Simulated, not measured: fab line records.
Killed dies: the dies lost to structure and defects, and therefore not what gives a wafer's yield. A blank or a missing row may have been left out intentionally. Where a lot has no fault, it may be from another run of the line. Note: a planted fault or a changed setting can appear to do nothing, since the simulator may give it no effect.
Which tool did it? | flow n5Finfet | Sampling: 10 lots, 30 wafers, 6 of 1938 route steps

## WHAT THE GAUGES READ, wafer by wafer
N5_BEOL_M8_CD_MEAS_35: target cd 40 nm.
lot  | measured     | on       | cdNm (nm)
L077 | day 10 05:50 | cdSem-03 | 39.5 40.3 40.4
L079 | day 10 18:53 | cdSem-02 | 40.2 40.5 40.7
L080 | day 11 07:16 | cdSem-01 | 40.3 40.9 40.9
L082 | day 11 14:44 | cdSem-02 | 39.7 38.6 39.2
L085 | day 12 13:01 | cdSem-01 | 39.7 40.5 40.5
L087 | day 12 16:58 | cdSem-03 | 39.9 40.7 40.1
L089 | day 13 11:02 | cdSem-02 | 39.3 39.3 40.0
L093 | day 13 23:56 | cdSem-03 | 40.0 40.1 40.1
L092 | day 14 05:43 | cdSem-01 | 40.0 40.0 39.7
L094 | day 15 14:11 | cdSem-03 | 40.5 40.0 40.3

## WHAT TOOL EACH LOT RAN ON (gives the tool, then ch and the chambers of the sampled wafers, and finally the start)
lot  | N5_BEOL_M8_PECVD_70             | N5_BEOL_M8_HM_OPEN_17            | N5_BEOL_M8_ETCH_65                | N5_BEOL_M8_STRIP_36               | N5_BEOL_M8_ETCH_41
L077 | pecvd-01 ch 0,2, day 10 00:58   | rieMetal-03 ch 0,1, day 10 03:43 | rieDiel-05 ch 0,1,2, day 10 05:18 | rieDiel-05 ch 0,1,2, day 10 05:29 | rieDiel-05 ch 0,1,2, day 10 05:50 or earlier
L079 | pecvd-03 ch 1,2, day 10 15:48   | rieMetal-01 ch 0,1, day 10 17:23 | rieDiel-03 ch 1,3, day 10 18:21   | rieDiel-03 ch 1,3, day 10 18:32   | rieDiel-03 ch 1,3, day 10 18:53 or earlier
L080 | pecvd-03 ch 0,1, day 11 02:04   | rieMetal-03 ch 0,1, day 11 04:15 | rieDiel-05 ch 0,2, day 11 06:44   | rieDiel-05 ch 0,2, day 11 06:55   | rieDiel-05 ch 0,2, day 11 07:16 or earlier
L082 | pecvd-01 ch 0,1,2, day 11 10:48 | rieMetal-03 ch 0,1, day 11 13:29 | rieDiel-03 ch 0,1,2, day 11 14:12 | rieDiel-03 ch 0,1,2, day 11 14:23 | rieDiel-03 ch 0,1,2, day 11 14:44 or earlier
L085 | pecvd-01 ch 0,2, day 12 08:47   | rieMetal-03 ch 0,1, day 12 09:58 | rieDiel-04 ch 0,1,2, day 12 12:28 | rieDiel-04 ch 0,1,2, day 12 12:39 | rieDiel-04 ch 0,1,2, day 12 13:01 or earlier
L087 | pecvd-02 ch 0,1, day 12 13:47   | rieMetal-03 ch 0,1, day 12 15:11 | rieDiel-04 ch 0,3, day 12 16:26   | rieDiel-04 ch 0,3, day 12 16:37   | rieDiel-04 ch 0,3, day 12 16:58 or earlier
L089 | pecvd-01 ch 1,2, day 13 06:31   | rieMetal-03 ch 0,1, day 13 08:52 | rieDiel-05 ch 0,1, day 13 10:31   | rieDiel-05 ch 0,1, day 13 10:41   | rieDiel-05 ch 0,1, day 13 11:02 or earlier
L093 | pecvd-02 ch 1,2, day 13 18:06   | rieMetal-03 ch 0,1, day 13 21:00 | rieDiel-04 ch 1,3, day 13 23:24   | rieDiel-04 ch 1,3, day 13 23:35   | rieDiel-04 ch 1,3, day 13 23:56 or earlier
L092 | pecvd-01 ch 0,1, day 14 00:54   | rieMetal-03 ch 0,1, day 14 03:34 | rieDiel-03 ch 0,2,3, day 14 05:11 | rieDiel-03 ch 0,2,3, day 14 05:22 | rieDiel-03 ch 0,2,3, day 14 05:43 or earlier
L094 | pecvd-03 ch 0,2, day 15 11:12   | rieMetal-02 ch 0,1, day 15 12:17 | rieDiel-04 ch 0,2,3, day 15 13:37 | rieDiel-04 ch 0,2,3, day 15 13:48 | rieDiel-04 ch 0,2,3, day 15 14:11 or earlier
- N5_BEOL_M8_PECVD_70: deposits SiO2 from TEOS/O2, target thk 20 nm, time 22.7 s.
- N5_BEOL_M8_HM_OPEN_17: chemistry Cl2/BCl3, target TiN, target depth 20 nm, overetch 6 nm.
- N5_BEOL_M8_ETCH_65: etches SiARC in CF4, target depth 15.6 nm, time 26 s.
- N5_BEOL_M8_STRIP_36: strips in N2/H2.
- N5_BEOL_M8_ETCH_41: etches SiCN in CH3F/O2, target depth 31.9 nm, time 57.8 s.

## THE ANSWER, worked out from the rows above alone
Rule: the usual values come from the lots themselves. The widest of any qualifying gaps counts: lots, ordered by their means at a reading, are off when they make up no more than a third of the lots, leave a main group of 4 or more, and stand apart from it by 3 or more times the standard deviation of that group's means. The tables above print the reading to a certain number of digits; a main group whose means all agree to those digits is not used. A lot without any number at a reading at which 4 lots or more have one is off too. All remaining lots with rows at the step are treated as sound.
None of the lots is off at any reading shown; this tells nothing.

## WHAT WAS PUT IN BY THE SIMULATOR
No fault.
